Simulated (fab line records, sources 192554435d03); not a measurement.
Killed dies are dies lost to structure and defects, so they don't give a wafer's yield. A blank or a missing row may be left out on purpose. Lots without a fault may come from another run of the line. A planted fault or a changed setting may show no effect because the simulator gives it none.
Split-lot experiment | flow n5_finfet | 7 lots, 39 wafers read, on a route of 1938 steps

THE SPLIT
At N5_BEOL_M13_ETCH_68 (etches SOC in N2/H2, time 355 s), the setting time_s was moved away from the recipe's 355 s on 12 of the 39 wafers read, by -36.7% to +23.4%. The other wafers ran this setting at the recipe's value.

The reading is taken at the split's own step.

THE READING
SiARC_of_BEOL_M13_COAT_66.thk_nm (the simulator's own value, which no gauge read), in nm, at N5_BEOL_M13_ETCH_68 (etches SOC in N2/H2, time 355 s). The file gives no usual value for it. The 27 wafers here that ran the recipe average 77.2 nm, standard deviation 0.42 nm.

wafer  | tool, chamber at the split | time_s as run, s | against the recipe | SiARC_of_BEOL_M13_COAT_66.thk_nm, nm | against lot-mates on the recipe
L076.2 | rie_diel-01, 1             | 355              | recipe             | 77.2                                 | -
L076.4 | rie_diel-01, 0             | 355              | recipe             | 77.4                                 | -
L076.6 | rie_diel-01, 3             | 355              | recipe             | 76.4                                 | -
L078.1 | rie_diel-05, 0             | 355              | recipe             | 77.4                                 | -
L078.2 | rie_diel-05, 3             | 430.2            | +21.2%             | 70                                   | -7.2
L078.3 | rie_diel-05, 1             | 355              | recipe             | 77                                   | -
L078.4 | rie_diel-05, 2             | 355              | recipe             | 77.2                                 | -
L078.5 | rie_diel-05, 0             | 430.2            | +21.2%             | 70.2                                 | -7.0
L078.6 | rie_diel-05, 3             | 430.2            | +21.2%             | 70.6                                 | -6.6
L083.1 | rie_diel-05, 3             | 224.8            | -36.7%             | 90                                   | +12.3
L083.2 | rie_diel-05, 2             | 355              | recipe             | 77.8                                 | -
L083.3 | rie_diel-05, 1,2           | 355              | recipe             | 77.6                                 | -
L083.6 | rie_diel-05, 1,2           | 355              | recipe             | 77.6                                 | -
L083.4 | rie_diel-05, 0             | 224.8            | -36.7%             | 89.8                                 | +12.1
L083.5 | rie_diel-05, 1             | 224.8            | -36.7%             | 89.6                                 | +11.9
L085.1 | rie_diel-01, 0,2           | 355              | recipe             | 77                                   | -
L085.6 | rie_diel-01, 0,2           | 355              | recipe             | 77                                   | -
L085.2 | rie_diel-01, 3             | 355              | recipe             | 76.2                                 | -
L085.3 | rie_diel-01, 1,2           | 355              | recipe             | 77.2                                 | -
L085.4 | rie_diel-01, 1,2           | 355              | recipe             | 77.2                                 | -
L085.5 | rie_diel-01, 3             | 355              | recipe             | 76.6                                 | -
L090.1 | rie_diel-05, 2,0,1         | 355              | recipe             | 77.2                                 | -
L090.2 | rie_diel-05, 2,0,1         | 355              | recipe             | 77.2                                 | -
L090.3 | rie_diel-05, 2,0,1         | 355              | recipe             | 77.2                                 | -
L090.4 | rie_diel-05, 3             | 438.2            | +23.4%             | 69.6                                 | -7.6
L090.5 | rie_diel-05, 1             | 438.2            | +23.4%             | 70                                   | -7.2
L090.6 | rie_diel-05, 0             | 438.2            | +23.4%             | 69.4                                 | -7.8
L091.1 | rie_diel-01, 2             | 355              | recipe             | 77.4                                 | -
L091.2 | rie_diel-01, 3,0           | 355              | recipe             | 76.8                                 | -
L091.3 | rie_diel-01, 3,0           | 355              | recipe             | 76.8                                 | -
L091.4 | rie_diel-01, 3             | 355              | recipe             | 77.2                                 | -
L091.5 | rie_diel-01, 0             | 355              | recipe             | 77                                   | -
L091.6 | rie_diel-01, 2             | 355              | recipe             | 78                                   | -
L095.1 | rie_diel-01, 3             | 355              | recipe             | 77.2                                 | -
L095.2 | rie_diel-01, 0             | 355              | recipe             | 76.8                                 | -
L095.3 | rie_diel-01, 1,3           | 295.3            | -16.8%             | 82.8                                 | +5.5
L095.5 | rie_diel-01, 1,3           | 295.3            | -16.8%             | 82.8                                 | +5.5
L095.4 | rie_diel-01, 2             | 355              | recipe             | 78                                   | -
L095.6 | rie_diel-01, 0             | 295.3            | -16.8%             | 82.6                                 | +5.3
Where a row lists several chambers, the file gives one row for several wafers and doesn't say which wafer went through which chamber.

THE FIT
A straight line over all 39 wafers: SiARC_of_BEOL_M13_COAT_66.thk_nm changes by -0.334 nm for each +1% of time_s; r = -1.00; the points scatter about the line by 0.4 nm.
The same after taking each lot's own level away (the mean of its wafers on the recipe; 39 wafers): -0.327 nm for each +1%; r = -1.00; scatter 0.32 nm.
On that fit, the largest move of time_s shifts the reading by 12 nm.
The lots' own levels span 76.87 to 77.67 nm, that is 1.9 times the standard deviation above.
So the lot-to-lot level changes the slope little: the two slopes agree.
Check: with one of the wafers moved furthest among these (-36.7%) left out of the fit, the line predicts +11.9 nm for it against its lot-mates. It came out at +12.3 nm against them.

OTHER SPLITS ON THESE WAFERS
These wafers also went through other splits before the reading. Each is held against what the fit with the lots' levels taken away leaves over:
other split on the same wafers         | wafers away from the commonest value | r with SiARC_of_BEOL_M13_COAT_66.thk_nm (lot level and that fit taken away)
N5_SD_EPI_N_ETCH_45 target_depth_a     | 18                                   | +0.09
N5_MOL_CONTACT_COAG_ALD_131 ald_cycles | 15                                   | +0.10
N5_BEOL_M4_DESCUM_16 time_s            | 18                                   | +0.04
N5_BEOL_M6_ILD_DEP_00 target_thk_a     | 6                                    | +0.04
N5_BEOL_M8_VIA_ETCH_34 target_depth_a  | 12                                   | -0.10
N5_BEOL_M9_ALD_74 ald_cycles           | 15                                   | +0.15

THE FILE'S OWN FIT
SiARC_of_BEOL_M13_COAT_66.thk_nm changes by -0.327 nm for each +1% of time_s, r = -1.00.
